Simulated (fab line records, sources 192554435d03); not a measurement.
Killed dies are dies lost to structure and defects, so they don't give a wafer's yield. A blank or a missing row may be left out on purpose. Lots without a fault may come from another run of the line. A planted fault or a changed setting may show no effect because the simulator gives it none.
fab line records | flow n5_finfet
record lots=7 wafers=21
route steps=1938 shown BEOL_M4@1049 BEOL_M5@1140 BEOL_M6@1233 BEOL_M7@1299 BEOL_M8@1371 BEOL_M9@1464 BEOL_M11@1541
start_h: hours from the record's first day to the start of the lot's first wafer shown | wait_h: hours since the lot's step before | " the same as in the row above | L1.1+2: a row that stands for several wafers | - no value, or no start given | * or withheld: withheld | < > ~ a bound
route shown NAME@n: a module of which the file shows steps, and the number in the route of the first | usual: mean/standard deviation of fault-free wafers | same: alike in all rows | chamber/n: place in a boat | sites: the reading at each site | _std_site: their standard deviation | _edge_site: outer sites' mean less inner sites' | radius_mm: how far each site lies from the wafer's centre | mask NAME#n: copy n | behind: the tool/chamber that last shaped the wafer | hold: why the lot was held/for how many hours/how that ended | device: the transistor (n, p or np) that didn't switch | end of line: the same wafers' tests at the end of the route | a step without rows: its recipe alone | killed: dies lost to structure and defects at the first sort, not the wafer's yield | map: a wafer's dies, x killed, . not, _ none there
set.NAME: the setting as run; set.NAME@STEP: as run at that earlier step | model.NAME: the simulator's own value behind a step, which no gauge read
lots whose settings were changed on purpose; a table a step, a row a wafer
## steps
# step N5_BEOL_M4_COAT_76
# recipe resist=underlayer temp_c=205 time_s=60 spin_rpm=1500 resist_thk_nm=5
# columns lot.wafer tool chamber start_h wait_h set.spin_rpm
L075.2+3 litho_track-05 0 - - 1500
L075.4 " 0 " " 1601
L078.1+2+5 litho_track-05 0 - - 1500
L080.2+4+6 litho_track-04 0 - - 1500
L081.3+5 litho_track-04 0 - - 1500
L081.6 " 0 " " 1630
L087.3+4 litho_track-04 0 - - 1500
L087.6 " 0 " " 1626
L093.4+5+6 litho_track-04 0 - - 1500
L096.2 litho_track-04 0 - - 1636
L096.4+5 " 0 " " 1500
# step N5_BEOL_M4_COAT_22
# recipe resist=CAR-EUV spin_rpm=1500 resist_thk_nm=30
# step N5_BEOL_M4_EBR_24
# recipe solvent=PGMEA ebr_width_mm=1.5
# step N5_BEOL_M4_DESCUM_33
# recipe chemistry=O2 time_s=7 source_power_w=50 bias_power_w=20 pressure_mtorr=20 rf_frequency_hz=2.712e+07 temp_c=40 resist=CAR-EUV o2_flow_sccm=225
# step N5_BEOL_M4_ETCH_77
# recipe chemistry=N2/H2 target=underlayer target_depth_a=65 mask_material=CAR-EUV time_s=5.2 ion_energy_ev=200 pressure_mtorr=30 source_w=840 bias_w=150 n2_flow_sccm=200 h2_flow_sccm=200 ends=cleared
# columns lot.wafer tool chamber start_h wait_h set.spin_rpm@BEOL_M4_COAT_76 model.etch.depth_nm
L075.2 rie_diel-03 1 186.13 0.0 1500 5.013
L075.3 " 3 " " 1500 5.003
L075.4 " 0 " " 1601 4.845
L078.1 rie_diel-06 2 189.34 0.0 1500 5.022
L078.2 " 0 " " 1500 5.015
L078.5 " 0 " " 1500 5.013
L080.2 rie_diel-03 3 190.98 0.0 1500 5.01
L080.4 " 2 " " 1500 5.012
L080.6 " 0 " " 1500 4.992
L081.3 rie_diel-06 2 195.86 0.0 1500 4.996
L081.5 " 0 " " 1500 5.006
L081.6 " 3 " " 1630 4.81
L087.3 rie_diel-01 1 261.06 0.0 1500 5
L087.4 " 2 " " 1500 4.996
L087.6 " 1 " " 1626 4.785
L093.4 rie_diel-01 2 274.01 0.0 1500 4.989
L093.5 " 1 " " 1500 5.01
L093.6 " 0 " " 1500 5.003
L096.2 rie_diel-03 0 293.60 0.0 1636 4.812
L096.4 " 3 " " 1500 5.009
L096.5 " 3 " " 1500 4.992
# step N5_BEOL_M5_COAT_66
# recipe resist=SiARC temp_c=220 time_s=60 spin_rpm=1500 resist_thk_nm=12
# columns lot.wafer tool chamber start_h wait_h set.spin_rpm model.SiARC_of_BEOL_M5_COAT_66.thk_nm
L075.2+3 litho_track-03 0 - - 1339 12.6
L075.4 " 0 " " 1339 12.8
L078.1+2+5 litho_track-03 0 - - 1500 12
L081.3+5 litho_track-01 0 - - 1500 12
L081.6 " 0 " " 1573 11.8
L080.2+6 litho_track-02 0 - - 1332 12.8
L080.4 " 0 " " 1500 12
L087.3+4+6 litho_track-02 0 - - 1500 12
L093.4+6 litho_track-02 0 - - 1393 12.4
L093.5 " 0 " " 1500 12
L096.2+5 litho_track-03 0 - - 1500 12
L096.4 " 0 " " 1422 12.4
# step N5_BEOL_M5_COAT_74
# recipe resist=underlayer temp_c=205 time_s=60 spin_rpm=1500 resist_thk_nm=5
# columns lot.wafer tool chamber start_h wait_h set.spin_rpm
L075.2+3+4 litho_track-03 0 - - 1500
L078.1+2+5 litho_track-03 0 - - 1500
L081.3 litho_track-01 0 - - 1500
L081.5+6 " 0 " " 1447
L080.2+6 litho_track-02 0 - - 1500
L080.4 " 0 " " 1642
L087.3+6 litho_track-02 0 - - 1583
L087.4 " 0 " " 1500
L093.4 litho_track-02 0 - - 1593
L093.5+6 " 0 " " 1500
L096.2+5 litho_track-03 0 - - 1500
L096.4 " 0 " " 1610
# step N5_BEOL_M5_COAT_22
# recipe resist=CAR-EUV spin_rpm=1500 resist_thk_nm=30
# step N5_BEOL_M5_EBR_24
# recipe solvent=PGMEA ebr_width_mm=1.5
# step N5_BEOL_M5_DESCUM_33
# recipe chemistry=O2 time_s=7 source_power_w=50 bias_power_w=20 pressure_mtorr=20 rf_frequency_hz=2.712e+07 temp_c=40 resist=CAR-EUV o2_flow_sccm=225
# step N5_BEOL_M5_ETCH_75
# recipe chemistry=N2/H2 target=underlayer target_depth_a=65 mask_material=CAR-EUV time_s=5.2 ion_energy_ev=200 pressure_mtorr=30 source_w=840 bias_w=150 n2_flow_sccm=200 h2_flow_sccm=200 ends=cleared
# columns lot.wafer tool chamber start_h wait_h set.spin_rpm@BEOL_M5_COAT_74 model.etch.depth_nm
L075.2 rie_diel-04 0 196.51 0.0 1500 4.99
L075.3 " 1 " " 1500 5.003
L075.4 " 3 " " 1500 4.997
L078.1 rie_diel-02 1 199.74 0.0 1500 5.007
L078.2 " 0 " " 1500 5
L078.5 " 1 " " 1500 4.992
L081.3 rie_diel-05 0 214.20 0.0 1500 4.985
L081.5 " 3 " " 1447 5.082
L081.6 " 0 " " 1447 5.074
L080.2 rie_diel-05 1 214.59 0.0 1500 4.989
L080.4 " 0 " " 1642 4.771
L080.6 " 0 " " 1500 4.987
L087.3 rie_diel-04 2 274.05 0.0 1583 4.876
L087.4 " 2 " " 1500 5.031
L087.6 " 1 " " 1583 4.871
L093.4 rie_diel-05 3 287.92 0.0 1593 4.871
L093.5 " 2 " " 1500 5.038
L093.6 " 3 " " 1500 5.03
L096.2 rie_diel-05 3 346.25 0.0 1500 5.011
L096.4 " 0 " " 1610 4.846
L096.5 " 3 " " 1500 5.021
# step N5_BEOL_M5_ETCH_67
# recipe chemistry=CF4 target=SiARC target_depth_a=156 mask_material=CAR-EUV time_s=26 ion_energy_ev=80 pressure_mtorr=40 source_w=545 bias_w=36 Ar_flow_sccm=100 cf4_flow_sccm=100 ends=cleared
# columns lot.wafer tool chamber start_h wait_h set.spin_rpm@BEOL_M5_COAT_66 model.etch.depth_nm
L075.2 rie_diel-04 0 196.52 0.0 1339 12.69
L075.3 " 1 " " 1339 12.68
L075.4 " 3 " " 1339 12.7
L078.1 rie_diel-02 1 199.76 0.0 1500 12.01
L078.2 " 0 " " 1500 12.04
L078.5 " 1 " " 1500 11.99
L081.3 rie_diel-05 0 214.22 0.0 1500 11.99
L081.5 " 3 " " 1500 12.01
L081.6 " 0 " " 1573 11.71
L080.2 rie_diel-05 1 214.61 0.0 1332 12.75
L080.4 " 0 " " 1500 12.07
L080.6 " 0 " " 1332 12.76
L087.3 rie_diel-04 2 274.07 0.0 1500 12.01
L087.4 " 2 " " 1500 12.04
L087.6 " 1 " " 1500 12.05
L093.4 rie_diel-05 3 287.93 0.0 1393 12.45
L093.5 " 2 " " 1500 11.99
L093.6 " 3 " " 1393 12.46
L096.2 rie_diel-05 3 346.27 0.0 1500 11.99
L096.4 " 0 " " 1422 12.31
L096.5 " 3 " " 1500 12.02
# step N5_BEOL_M6_ETCH_66
# recipe chemistry=N2/H2 target=SOC target_depth_a=800 overetch_a=160 mask_material=SiARC temp_c=40 time_s=120 ion_energy_ev=200 pressure_mtorr=30 source_w=840 bias_w=150 n2_flow_sccm=200 h2_flow_sccm=200
# usual rf_vpp_V=524.1/2.2
# columns lot.wafer tool chamber start_h wait_h set.bias_w rf_vpp_V model.SiARC_of_BEOL_M6_COAT_64.thk_nm
L075.2 rie_diel-06 3 210.42 0.0 128.8 477.9 7.6
L075.3 " 1 " " 128.8 478.3 7.4
L075.4 " 0 " " 150 528.5 6.6
L078.1 rie_diel-03 0 210.64 0.0 150 524.2 6.6
L078.2 " 1 " " 150 525.1 6.4
L078.5 " 3 " " 150 522.2 6.6
L081.3 rie_diel-03 3 225.29 0.0 168.9 561.9 5.6
L081.5 " 0 " " 168.9 565.0 5.6
L081.6 " 1 " " 150 524.9 6.4
L080.2 rie_diel-01 0 231.14 0.0 150 525.8 6.8
L080.4 " 2 " " 150 524.7 6.4
L080.6 " 0 " " 150 526.5 6.6
L087.3 rie_diel-06 1 285.55 0.0 150 526.7 6.2
L087.4 " 2 " " 150 522.6 6.8
L087.6 " 1 " " 150 526.2 6.2
L093.4 rie_diel-01 1 299.63 0.0 150 520.5 6.6
L093.5 " 0 " " 150 525.6 6.8
L093.6 " 1 " " 172.7 569.1 5.6
L096.2 rie_diel-06 3 357.72 0.0 160.1 547.1 6.4
L096.4 " 1 " " 150 525.5 6.2
L096.5 " 0 " " 150 528.0 6.6
# step N5_BEOL_M6_TRENCH_ETCH_37
# recipe chemistry=C4F6/O2 target_depth_a=944.35 target=SiCOH_lowk time_s=31.5 ion_energy_ev=250 pressure_mtorr=30 source_w=345 bias_w=185 Ar_flow_sccm=300 C4F6_flow_sccm=10 O2_flow_sccm=10
# usual rf_vpp_V=662/16
# columns lot.wafer tool chamber start_h wait_h set.bias_w rf_vpp_V
L075.2 rie_diel-06 3 - - 185 669
L075.3 " 1 " " 185 681
L075.4 " 0 " " 185 635
L078.1 rie_diel-03 0 - - 185 622
L078.2 " 1 " " 185 660
L078.5 " 3 " " 185 666
L081.3 rie_diel-03 3 - - 185 666
L081.5 " 0 " " 171.3 587
L081.6 " 1 " " 185 658
L080.2 rie_diel-01 0 - - 200.7 716
L080.4 " 2 " " 200.7 709
L080.6 " 0 " " 185 673
L087.3 rie_diel-06 1 - - 198.3 718
L087.4 " 2 " " 185 644
L087.6 " 1 " " 185 680
L093.4 rie_diel-01 1 - - 185 670
L093.5 " 0 " " 174.4 642
L093.6 " 1 " " 174.4 638
L096.2 rie_diel-06 3 - - 185 669
L096.4 " 1 " " 185 679
L096.5 " 0 " " 166.1 581
# step N5_BEOL_M7_DESCUM_33
# recipe chemistry=O2 time_s=7 source_power_w=50 bias_power_w=20 pressure_mtorr=20 rf_frequency_hz=2.712e+07 temp_c=40 resist=CAR-EUV o2_flow_sccm=225
# columns lot.wafer tool chamber start_h wait_h set.time_s model.CAR-EUV_of_BEOL_M7_COAT_22.thk_nm
L075.2+4 rie_diel-02 0,1 218.13 0.0 7 26.2
L075.3 " 3 " " 5.714 27
L078.1+2 rie_diel-04 3,2 220.68 0.0 7 26
L078.5 " 2 " " 7 25.8
L081.3+5 rie_diel-02 1,2 233.85 0.0 7 26
L081.6 " 1 " " 7 25.8
L080.2+4+6 rie_diel-02 2,3,3 239.39 0.1 7 26
L087.3+4 rie_diel-04 3,1 294.74 0.2 7 26.2
L087.6 " 0 " " 7 26
L093.4 rie_diel-02 2 308.58 0.0 7 26.2
L093.5+6 " 2,1 " " 6.414 26.6
L096.2+4 rie_diel-04 1,0 365.86 0.0 7 26
L096.5 " 1 " " 7 26.2
# step N5_BEOL_M7_ETCH_72
# recipe chemistry=N2/H2 target=underlayer target_depth_a=65 mask_material=CAR-EUV time_s=5.2 ion_energy_ev=200 pressure_mtorr=30 source_w=840 bias_w=150 n2_flow_sccm=200 h2_flow_sccm=200 ends=cleared
# columns lot.wafer tool chamber start_h wait_h set.time_s@BEOL_M7_DESCUM_33 model.CAR-EUV_of_BEOL_M7_COAT_22.thk_nm
L075.2 rie_diel-02 0 218.17 0.0 7 20.6
L075.3 " 3 " " 5.714 21.2
L075.4 " 1 " " 7 20.4
L078.1 rie_diel-04 3 220.72 0.0 7 20.4
L078.2 " 2 " " 7 20.2
L078.5 " 2 " " 7 20
L081.3+5+6 rie_diel-02 1,2,1 233.88 0.0 7 20.2
L080.2 rie_diel-02 2 239.42 0.0 7 20.4
L080.4+6 " 3 " " 7 20.2
L087.3 rie_diel-04 3 294.77 0.0 7 20.6
L087.4+6 " 1,0 " " 7 20.4
L093.4 rie_diel-02 2 308.62 0.0 7 20.4
L093.5+6 " 2,1 " " 6.414 20.8
L096.2+4+5 rie_diel-04 1,0,1 365.89 0.0 7 20.4
# step N5_BEOL_M7_ALD_77
# recipe material=TaN target_thk_a=20 temp_c=275 ald_precursor_family=PDMAT ald_co_reactant=NH3 pressure_torr=3 carrier_flow_sccm=1500 pulse_time_s=2 purge_time_s=3 co_reactant_purge_time_s=2 co_reactant_pulse_time_s=3 ald_cycles=40 precursor_vessel_temp_c=75 precursor_vessel_pressure_torr=26.25 precursor_vessel_carrier_sccm=1000
# columns lot.wafer tool chamber start_h wait_h set.ald_cycles model.TaN_of_BEOL_M7_ALD_77.thk_nm
L075.2 ald_metal-01 1 219.30 0.0 34 1.8
L075.3+4 " 3,2 " " 40 2
L078.1+2+5 ald_metal-01 0,2,3 222.73 0.1 40 2
L081.3+6 ald_metal-02 1,2 235.22 0.1 46 2.4
L081.5 " 3 " " 40 2
L080.2+4+6 ald_metal-01 2,1,3 241.55 0.0 40 2
L087.3+6 ald_metal-02 3,2 295.90 0.1 44 2.2
L087.4 " 2 " " 40 2
L093.4+5 ald_metal-01 3,1 310.01 0.0 40 2
L093.6 " 0 " " 35 1.8
L096.2+4+5 ald_metal-02 3,1,0 367.11 0.1 40 2
# step N5_BEOL_M8_ETCH_66
# recipe chemistry=N2/H2 target=SOC target_depth_a=800 overetch_a=160 mask_material=SiARC temp_c=40 time_s=120 ion_energy_ev=200 pressure_mtorr=30 source_w=840 bias_w=150 n2_flow_sccm=200 h2_flow_sccm=200
# usual rf_vpp_V=523.9/2.1
# columns lot.wafer tool chamber start_h wait_h set.bias_w rf_vpp_V
L075.2 rie_diel-01 1 225.11 0.0 150 521.6
L075.3 " 0 " " 150 526.8
L075.4 " 2 " " 150 525.5
L078.1 rie_diel-06 2 231.13 0.0 150 524.4
L078.2 " 3 " " 150 524.7
L078.5 " 3 " " 150 524.9
L081.3 rie_diel-06 0 241.63 0.0 150 526.8
L081.5 " 0 " " 150 527.4
L081.6 " 1 " " 150 525.1
L080.2 rie_diel-06 2 246.83 0.0 150 522.6
L080.4 " 3 " " 150 524.8
L080.6 " 0 " " 150 526.3
L087.3 rie_diel-01 1 305.70 0.0 161.8 545.2
L087.4 " 0 " " 161.8 552.4
L087.6 " 0 " " 161.8 549.8
L093.4 rie_diel-01 3 315.94 0.0 150 523.0
L093.5 " 0 " " 150 526.0
L093.6 " 3 " " 139.2 497.4
L096.2 rie_diel-01 3 375.06 0.0 150 523.5
L096.4 " 2 " " 150 525.3
L096.5 " 2 " " 169.3 566.3
# step N5_BEOL_M8_TRENCH_ETCH_37
# recipe chemistry=C4F6/O2 target_depth_a=934.78 target=SiCOH_lowk time_s=31.2 ion_energy_ev=250 pressure_mtorr=30 source_w=345 bias_w=185 Ar_flow_sccm=300 C4F6_flow_sccm=10 O2_flow_sccm=10
# usual rf_vpp_V=660/18
# columns lot.wafer tool chamber start_h wait_h set.bias_w rf_vpp_V
L075.2 rie_diel-01 1 - - 208.1 734
L075.3 " 0 " " 185 673
L075.4 " 2 " " 208.1 729
L078.1 rie_diel-06 2 - - 185 645
L078.2 " 3 " " 185 668
L078.5 " 3 " " 185 668
L081.3 rie_diel-06 0 - - 166.4 583
L081.5 " 0 " " 185 632
L081.6 " 1 " " 185 679
L080.2 rie_diel-06 2 - - 185 644
L080.4 " 3 " " 185 670
L080.6 " 0 " " 185 632
L087.3 rie_diel-01 1 - - 185 667
L087.4 " 0 " " 185 671
L087.6 " 0 " " 203.6 726
L093.4 rie_diel-01 3 - - 185 681
L093.5 " 0 " " 185 673
L093.6 " 3 " " 185 680
L096.2 rie_diel-01 3 - - 217 772
L096.4 " 2 " " 185 662
L096.5 " 2 " " 185 663
# step N5_BEOL_M9_CMP_52
# recipe stop_on=SiCOH_lowk t_overpolish_s=7 down_force_psi=1 platen_rpm=50 clearing_platen_down_force_psi=1.5 clearing_platen_rpm=50 post_cmp_clean=cu_alkaline target_thk_nm=140 clearing_platen_pad_velocity_m_s=0.99484 pad_velocity_m_s=0.99484
# usual barrier_field_endpoint_s=28.7/0.78
# columns lot.wafer tool chamber start_h wait_h set.down_force_psi barrier_field_endpoint_s
L075.3 cmp-04 1 235.98 0.2 1 28.5
L075.4 " 2 " " 1 29.2
L075.2 " 3 " " 1 28.0
L078.1 cmp-04 0 242.54 0.3 1 28.6
L078.2 " 2 " " 1 28.3
L078.5 " 0 " " 1 28.5
L081.3 cmp-02 3 253.16 0.3 1 29.0
L081.5 " 0 " " 1 27.1
L081.6 " 1 " " 1 29.4
L080.4 cmp-04 2 259.65 0.2 1 28.9
L080.2 " 3 " " 1 28.4
L080.6 " 0 " " 1 28.9
L087.4 cmp-02 2 316.75 0.2 1.156 26.1
L087.3 " 3 " " 1.156 25.1
L087.6 " 1 " " 1 28.2
L093.4 cmp-02 3 331.28 0.1 1.064 27.9
L093.5 " 3 " " 1 29.6
L093.6 " 0 " " 1.064 27.1
L096.4 cmp-04 3 386.58 0.2 1 29.5
L096.2 " 0 " " 1 29.8
L096.5 " 1 " " 0.798 37.4
# step N5_BEOL_M11_COAT_59
# recipe resist=SOC temp_c=250 time_s=60 spin_rpm=1500 resist_thk_nm=100
# columns lot.wafer tool chamber start_h wait_h set.spin_rpm model.SOC_of_BEOL_M11_COAT_59.thk_nm
L075.2 litho_track-04 0 246.08 0.1 1500 99.6
L075.3 " 0 " " 1457 101.2
L075.4 " 0 " " 1500 100
L078.1+5 litho_track-05 0 252.86 0.1 1500 99.8
L078.2 " 0 " " 1500 100
L081.3 litho_track-04 0 263.41 0.1 1358 104.8
L081.5 " 0 " " 1500 100
L081.6 " 0 " " 1500 99.6
L080.2+4 litho_track-05 0 271.28 0.1 1500 99.6
L080.6 " 0 " " 1500 99.8
L087.3 litho_track-01 0 331.07 0.1 1500 100.4
L087.4 " 0 " " 1336 106.4
L087.6 " 0 " " 1336 106.2
L093.4+5 litho_track-01 0 343.08 0.1 1500 99.8
L093.6 " 0 " " 1500 100
L096.2 litho_track-04 0 397.80 0.1 1650 95.2
L096.4+5 " 0 " " 1500 99.8
## key
split step=N5_BEOL_M4_COAT_76 setting=spin_rpm stated=1500 by=wafer
response step=N5_BEOL_M4_ETCH_77 reading=model.etch.depth_nm change=-0.0229 per=1% r=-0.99
split step=N5_BEOL_M5_COAT_66 setting=spin_rpm stated=1500 by=wafer
response step=N5_BEOL_M5_COAT_66 reading=model.SiARC_of_BEOL_M5_COAT_66.thk_nm change=-0.0655 per=1% r=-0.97
response step=N5_BEOL_M5_ETCH_67 reading=model.etch.depth_nm change=-0.0619 per=1% r=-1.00
split step=N5_BEOL_M5_COAT_74 setting=spin_rpm stated=1500 by=wafer
response step=N5_BEOL_M5_ETCH_75 reading=model.etch.depth_nm change=-0.0245 per=1% r=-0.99
split step=N5_BEOL_M6_ETCH_66 setting=bias_w stated=150 by=wafer
response step=N5_BEOL_M6_ETCH_66 reading=rf_vpp_V change=+3.21 per=1% r=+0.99
response step=N5_BEOL_M6_ETCH_66 reading=model.SiARC_of_BEOL_M6_COAT_64.thk_nm change=-0.0623 per=1% r=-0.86
split step=N5_BEOL_M6_TRENCH_ETCH_37 setting=bias_w stated=185 by=wafer
response step=N5_BEOL_M6_TRENCH_ETCH_37 reading=rf_vpp_V change=+7.65 per=1% r=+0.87
split step=N5_BEOL_M7_DESCUM_33 setting=time_s stated=7 by=wafer
response step=N5_BEOL_M7_DESCUM_33 reading=model.CAR-EUV_of_BEOL_M7_COAT_22.thk_nm change=-0.0443 per=1% r=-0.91
response step=N5_BEOL_M7_ETCH_72 reading=model.CAR-EUV_of_BEOL_M7_COAT_22.thk_nm change=-0.0398 per=1% r=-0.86
split step=N5_BEOL_M7_ALD_77 setting=ald_cycles stated=40 by=wafer
response step=N5_BEOL_M7_ALD_77 reading=model.TaN_of_BEOL_M7_ALD_77.thk_nm change=+0.0191 per=1% r=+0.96
split step=N5_BEOL_M8_ETCH_66 setting=bias_w stated=150 by=wafer
response step=N5_BEOL_M8_ETCH_66 reading=rf_vpp_V change=+3.38 per=1% r=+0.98
split step=N5_BEOL_M8_TRENCH_ETCH_37 setting=bias_w stated=185 by=wafer
response step=N5_BEOL_M8_TRENCH_ETCH_37 reading=rf_vpp_V change=+5.98 per=1% r=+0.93
split step=N5_BEOL_M9_CMP_52 setting=down_force_psi stated=1 by=wafer
response step=N5_BEOL_M9_CMP_52 reading=barrier_field_endpoint_s change=-0.303 per=1% r=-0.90
split step=N5_BEOL_M11_COAT_59 setting=spin_rpm stated=1500 by=wafer
response step=N5_BEOL_M11_COAT_59 reading=model.SOC_of_BEOL_M11_COAT_59.thk_nm change=-0.51 per=1% r=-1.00
